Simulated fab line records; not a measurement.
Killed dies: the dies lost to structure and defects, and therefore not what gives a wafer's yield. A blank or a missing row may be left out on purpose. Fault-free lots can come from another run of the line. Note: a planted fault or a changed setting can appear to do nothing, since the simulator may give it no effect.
Split-lot study / flow n5-finfet / route with 1938 steps; 7 lots, 39 wafers read

== THE SPLIT ==
At N5_MOL_CONTACT_COAG_SPUTTER_130 (material Co, target thk 47.5 nm), the setting power-w was moved away from the recipe's 3000 W on 12 of the 39 wafers read, by -14.5% to +16.1%. This setting was run at the recipe's value on the other wafers.

The split's own step is where the reading is taken.

== THE READING ==
Co_of_MOL_CONTACT_COAG_SPUTTER_130.thk-nm (the simulator's own value, which no gauge read), in nm, at N5_MOL_CONTACT_COAG_SPUTTER_130 (material Co, target thk 47.5 nm). No usual value for it is given in the file. Here, 27 wafers ran the recipe; their average is 47.5 nm with a standard deviation of 0.38 nm.

wafer=L076.1; tool, chamber at the split=pvd-sputter-01, -; power-w as run, W=3240; against the recipe=+8.0%; Co_of_MOL_CONTACT_COAG_SPUTTER_130.thk-nm, nm=51.4; against lot-mates on the recipe=+4.0
wafer=L076.2; tool, chamber at the split=pvd-sputter-01, -; power-w as run, W=3000; against the recipe=recipe; Co_of_MOL_CONTACT_COAG_SPUTTER_130.thk-nm, nm=47.6; against lot-mates on the recipe=-
wafer=L076.3; tool, chamber at the split=pvd-sputter-01, -; power-w as run, W=3240; against the recipe=+8.0%; Co_of_MOL_CONTACT_COAG_SPUTTER_130.thk-nm, nm=51.2; against lot-mates on the recipe=+3.8
wafer=L076.4; tool, chamber at the split=pvd-sputter-01, -; power-w as run, W=3000; against the recipe=recipe; Co_of_MOL_CONTACT_COAG_SPUTTER_130.thk-nm, nm=47.4; against lot-mates on the recipe=-
wafer=L076.5; tool, chamber at the split=pvd-sputter-01, -; power-w as run, W=3240; against the recipe=+8.0%; Co_of_MOL_CONTACT_COAG_SPUTTER_130.thk-nm, nm=51.6; against lot-mates on the recipe=+4.2
wafer=L076.6; tool, chamber at the split=pvd-sputter-01, -; power-w as run, W=3000; against the recipe=recipe; Co_of_MOL_CONTACT_COAG_SPUTTER_130.thk-nm, nm=47.2; against lot-mates on the recipe=-
wafer=L082.1; tool, chamber at the split=pvd-sputter-01, -; power-w as run, W=3000; against the recipe=recipe; Co_of_MOL_CONTACT_COAG_SPUTTER_130.thk-nm, nm=46.8; against lot-mates on the recipe=-
wafer=L082.3; tool, chamber at the split=pvd-sputter-01, -; power-w as run, W=3000; against the recipe=recipe; Co_of_MOL_CONTACT_COAG_SPUTTER_130.thk-nm, nm=47.2; against lot-mates on the recipe=-
wafer=L082.5; tool, chamber at the split=pvd-sputter-01, -; power-w as run, W=3000; against the recipe=recipe; Co_of_MOL_CONTACT_COAG_SPUTTER_130.thk-nm, nm=47; against lot-mates on the recipe=-
wafer=L083.1; tool, chamber at the split=pvd-sputter-01, -; power-w as run, W=3000; against the recipe=recipe; Co_of_MOL_CONTACT_COAG_SPUTTER_130.thk-nm, nm=47.2; against lot-mates on the recipe=-
wafer=L083.2; tool, chamber at the split=pvd-sputter-01, -; power-w as run, W=3000; against the recipe=recipe; Co_of_MOL_CONTACT_COAG_SPUTTER_130.thk-nm, nm=47; against lot-mates on the recipe=-
wafer=L083.3; tool, chamber at the split=pvd-sputter-01, -; power-w as run, W=3249; against the recipe=+8.3%; Co_of_MOL_CONTACT_COAG_SPUTTER_130.thk-nm, nm=51.4; against lot-mates on the recipe=+4.2
wafer=L083.4; tool, chamber at the split=pvd-sputter-01, -; power-w as run, W=3249; against the recipe=+8.3%; Co_of_MOL_CONTACT_COAG_SPUTTER_130.thk-nm, nm=51.4; against lot-mates on the recipe=+4.2
wafer=L083.5; tool, chamber at the split=pvd-sputter-01, -; power-w as run, W=3000; against the recipe=recipe; Co_of_MOL_CONTACT_COAG_SPUTTER_130.thk-nm, nm=47.4; against lot-mates on the recipe=-
wafer=L083.6; tool, chamber at the split=pvd-sputter-01, -; power-w as run, W=3249; against the recipe=+8.3%; Co_of_MOL_CONTACT_COAG_SPUTTER_130.thk-nm, nm=51.8; against lot-mates on the recipe=+4.6
wafer=L084.1; tool, chamber at the split=pvd-sputter-01, -; power-w as run, W=2564; against the recipe=-14.5%; Co_of_MOL_CONTACT_COAG_SPUTTER_130.thk-nm, nm=40.8; against lot-mates on the recipe=-7.1
wafer=L084.2; tool, chamber at the split=pvd-sputter-01, -; power-w as run, W=3000; against the recipe=recipe; Co_of_MOL_CONTACT_COAG_SPUTTER_130.thk-nm, nm=47.8; against lot-mates on the recipe=-
wafer=L084.5; tool, chamber at the split=pvd-sputter-01, -; power-w as run, W=3000; against the recipe=recipe; Co_of_MOL_CONTACT_COAG_SPUTTER_130.thk-nm, nm=47.8; against lot-mates on the recipe=-
wafer=L084.3; tool, chamber at the split=pvd-sputter-01, -; power-w as run, W=2564; against the recipe=-14.5%; Co_of_MOL_CONTACT_COAG_SPUTTER_130.thk-nm, nm=41; against lot-mates on the recipe=-6.9
wafer=L084.4; tool, chamber at the split=pvd-sputter-01, -; power-w as run, W=2564; against the recipe=-14.5%; Co_of_MOL_CONTACT_COAG_SPUTTER_130.thk-nm, nm=41.2; against lot-mates on the recipe=-6.7
wafer=L084.6; tool, chamber at the split=pvd-sputter-01, -; power-w as run, W=3000; against the recipe=recipe; Co_of_MOL_CONTACT_COAG_SPUTTER_130.thk-nm, nm=48; against lot-mates on the recipe=-
wafer=L089.1; tool, chamber at the split=pvd-sputter-02, -; power-w as run, W=3000; against the recipe=recipe; Co_of_MOL_CONTACT_COAG_SPUTTER_130.thk-nm, nm=48; against lot-mates on the recipe=-
wafer=L089.3; tool, chamber at the split=pvd-sputter-02, -; power-w as run, W=3000; against the recipe=recipe; Co_of_MOL_CONTACT_COAG_SPUTTER_130.thk-nm, nm=48; against lot-mates on the recipe=-
wafer=L089.2; tool, chamber at the split=pvd-sputter-02, -; power-w as run, W=3000; against the recipe=recipe; Co_of_MOL_CONTACT_COAG_SPUTTER_130.thk-nm, nm=47.8; against lot-mates on the recipe=-
wafer=L089.4; tool, chamber at the split=pvd-sputter-02, -; power-w as run, W=3484; against the recipe=+16.1%; Co_of_MOL_CONTACT_COAG_SPUTTER_130.thk-nm, nm=55.4; against lot-mates on the recipe=+7.5
wafer=L089.5; tool, chamber at the split=pvd-sputter-02, -; power-w as run, W=3484; against the recipe=+16.1%; Co_of_MOL_CONTACT_COAG_SPUTTER_130.thk-nm, nm=55.4; against lot-mates on the recipe=+7.5
wafer=L089.6; tool, chamber at the split=pvd-sputter-02, -; power-w as run, W=3484; against the recipe=+16.1%; Co_of_MOL_CONTACT_COAG_SPUTTER_130.thk-nm, nm=55.4; against lot-mates on the recipe=+7.5
wafer=L091.1; tool, chamber at the split=pvd-sputter-01, -; power-w as run, W=3000; against the recipe=recipe; Co_of_MOL_CONTACT_COAG_SPUTTER_130.thk-nm, nm=46.8; against lot-mates on the recipe=-
wafer=L091.2; tool, chamber at the split=pvd-sputter-01, -; power-w as run, W=3000; against the recipe=recipe; Co_of_MOL_CONTACT_COAG_SPUTTER_130.thk-nm, nm=47.8; against lot-mates on the recipe=-
wafer=L091.6; tool, chamber at the split=pvd-sputter-01, -; power-w as run, W=3000; against the recipe=recipe; Co_of_MOL_CONTACT_COAG_SPUTTER_130.thk-nm, nm=47.8; against lot-mates on the recipe=-
wafer=L091.3; tool, chamber at the split=pvd-sputter-01, -; power-w as run, W=3000; against the recipe=recipe; Co_of_MOL_CONTACT_COAG_SPUTTER_130.thk-nm, nm=47.2; against lot-mates on the recipe=-
wafer=L091.4; tool, chamber at the split=pvd-sputter-01, -; power-w as run, W=3000; against the recipe=recipe; Co_of_MOL_CONTACT_COAG_SPUTTER_130.thk-nm, nm=47.4; against lot-mates on the recipe=-
wafer=L091.5; tool, chamber at the split=pvd-sputter-01, -; power-w as run, W=3000; against the recipe=recipe; Co_of_MOL_CONTACT_COAG_SPUTTER_130.thk-nm, nm=47.4; against lot-mates on the recipe=-
wafer=L095.1; tool, chamber at the split=pvd-sputter-01, -; power-w as run, W=3000; against the recipe=recipe; Co_of_MOL_CONTACT_COAG_SPUTTER_130.thk-nm, nm=48; against lot-mates on the recipe=-
wafer=L095.6; tool, chamber at the split=pvd-sputter-01, -; power-w as run, W=3000; against the recipe=recipe; Co_of_MOL_CONTACT_COAG_SPUTTER_130.thk-nm, nm=48; against lot-mates on the recipe=-
wafer=L095.2; tool, chamber at the split=pvd-sputter-01, -; power-w as run, W=3000; against the recipe=recipe; Co_of_MOL_CONTACT_COAG_SPUTTER_130.thk-nm, nm=47.6; against lot-mates on the recipe=-
wafer=L095.4; tool, chamber at the split=pvd-sputter-01, -; power-w as run, W=3000; against the recipe=recipe; Co_of_MOL_CONTACT_COAG_SPUTTER_130.thk-nm, nm=47.6; against lot-mates on the recipe=-
wafer=L095.5; tool, chamber at the split=pvd-sputter-01, -; power-w as run, W=3000; against the recipe=recipe; Co_of_MOL_CONTACT_COAG_SPUTTER_130.thk-nm, nm=47.6; against lot-mates on the recipe=-
wafer=L095.3; tool, chamber at the split=pvd-sputter-01, -; power-w as run, W=3000; against the recipe=recipe; Co_of_MOL_CONTACT_COAG_SPUTTER_130.thk-nm, nm=47; against lot-mates on the recipe=-

THE FIT
A straight line over all 39 wafers: Co_of_MOL_CONTACT_COAG_SPUTTER_130.thk-nm changes by +0.472 nm for each +1% of power-w; r = +0.99; the points scatter about the line by 0.36 nm.
The same after taking each lot's own level away (the mean of its wafers on the recipe; 39 wafers): +0.476 nm for each +1%; r = +1.00; scatter 0.27 nm.
Per that fit: largest power-w move, reading shift of 7.7 nm.
Across the lots, their own levels run from 47.00 to 47.93 nm, a range of 2.5 times the standard deviation given above.
The two slopes are in agreement: the lot-to-lot level therefore moves the slope only a little.
Check: for one of the wafers moved furthest among these (+16.1%), held out of the fit, the line's prediction against its lot-mates is +7.75 nm. Against them it came out at +7.47 nm.

== THESE WAFERS: OTHER SPLITS ==
Other splits were also applied to these wafers ahead of the reading. Each is held against what the fit with the lots' levels taken away leaves over:
other split on the same wafers=N5_DUMMY_GATE_ETCH_31 target-depth-a; wafers away from the commonest value=15; r with Co_of_MOL_CONTACT_COAG_SPUTTER_130.thk-nm (lot level and that fit taken away)=+0.12
other split on the same wafers=N5_SD_EPI_P_EPI_21 epi-growth-time-s; wafers away from the commonest value=18; r with Co_of_MOL_CONTACT_COAG_SPUTTER_130.thk-nm (lot level and that fit taken away)=+0.13
other split on the same wafers=N5_HKMG_FIN_ETCH_55 time-s; wafers away from the commonest value=12; r with Co_of_MOL_CONTACT_COAG_SPUTTER_130.thk-nm (lot level and that fit taken away)=+0.11
other split on the same wafers=N5_HKMG_FIN_ETCH_31 bias-w; wafers away from the commonest value=18; r with Co_of_MOL_CONTACT_COAG_SPUTTER_130.thk-nm (lot level and that fit taken away)=-0.10

== THE FILE'S OWN FIT ==
Co_of_MOL_CONTACT_COAG_SPUTTER_130.thk-nm changes by +0.477 nm for each +1% of power-w, r = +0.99.
